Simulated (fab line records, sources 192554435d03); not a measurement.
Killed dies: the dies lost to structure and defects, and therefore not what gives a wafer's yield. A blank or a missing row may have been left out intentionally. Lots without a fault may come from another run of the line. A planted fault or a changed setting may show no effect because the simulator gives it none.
Which tool was responsible? | flow n5_finfet | 33 wafers from 11 lots sampled at 2 of the route's 1938 steps

## WHAT THE GAUGES SHOWED, per wafer
N5_PMOS_HMC_CHANNEL_EPI_CD_MEAS_09: target cd 237.4 nm.
lot  | measured    | on        | cd_nm (nm)
L725 | day 1 23:15 | cd_sem-02 | 236.8 236.0 236.1
L727 | day 2 11:47 | cd_sem-02 | 238.4 236.9 237.0
L728 | day 2 17:49 | cd_sem-01 | 235.6 237.0 235.4
L729 | day 2 23:07 | cd_sem-01 | 236.5 237.8 238.2
L730 | day 3 04:56 | cd_sem-02 | 236.1 234.9 235.7
L732 | day 3 18:02 | cd_sem-01 | 235.7 236.6 237.4
L733 | day 4 02:32 | cd_sem-01 | 236.0 237.4 237.8
L736 | day 4 17:41 | cd_sem-02 | 236.6 236.5 237.7
L737 | day 4 23:20 | cd_sem-03 | 247.4 237.6 238.0
L738 | day 5 06:17 | cd_sem-02 | 248.1 249.4 238.0
L746 | day 7 05:29 | cd_sem-02 | 238.0 237.7 238.6

## WHAT TOOL EACH LOT RAN ON (gives the tool, then ch and the chambers of the sampled wafers, and finally the start)
lot  | N5_PMOS_HMC_CHANNEL_EPI_PEB_07
L725 | litho_track-03 ch 0, day 1 23:11
L727 | litho_track-03 ch 0, day 2 11:43
L728 | litho_track-01 ch 0, day 2 17:44
L729 | litho_track-03 ch 0, day 2 23:04
L730 | litho_track-03 ch 0, day 3 04:52
L732 | litho_track-01 ch 0, day 3 17:58
L733 | litho_track-05 ch 0, day 4 02:28
L736 | litho_track-05 ch 0, day 4 17:37
L737 | litho_track-05 ch 0, day 4 23:16
L738 | litho_track-05 ch 0, day 5 06:13
L746 | litho_track-03 ch 0, day 7 05:25
- N5_PMOS_HMC_CHANNEL_EPI_PEB_07: peb time 60 s.

## THE ANSWER, worked out from the rows above alone
Rule: what is usual is taken from the lots themselves. The widest of any qualifying gaps counts: lots, ordered by their means at a reading, are off when they make up no more than a third of the lots, leave a main group of 4 or more, and stand apart from it by 3 or more times the standard deviation of that group's means. Not used: any main group whose means are identical at the precision the tables above print for the reading. Also off: a lot with no number at a reading for which 4 or more lots have one. Where the step has rows for the other lots, those lots are counted as sound.
Off at N5_PMOS_HMC_CHANNEL_EPI_CD_MEAS_09 (cd_nm): L737, L738. Mean 236.8 nm and standard deviation 0.75 in the main group.
If a tool, at a process step before that reading, ran all the lots that are off and no sound lot after the first of them, it fits. The gauges at N5_PMOS_HMC_CHANNEL_EPI_CD_MEAS_09 are tried like those tools. One fits: N5_PMOS_HMC_CHANNEL_EPI_PEB_07 on litho_track-05. Its last sound lot is L736 (day 4 17:37), its first lot that is off L737 (day 4 23:16): a fault that began between those two fits.

## WHAT THE SIMULATOR HAD INSERTED
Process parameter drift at N5_PMOS_HMC_CHANNEL_EPI_PEB_07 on litho_track-05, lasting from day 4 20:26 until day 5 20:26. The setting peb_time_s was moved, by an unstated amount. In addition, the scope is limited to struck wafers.
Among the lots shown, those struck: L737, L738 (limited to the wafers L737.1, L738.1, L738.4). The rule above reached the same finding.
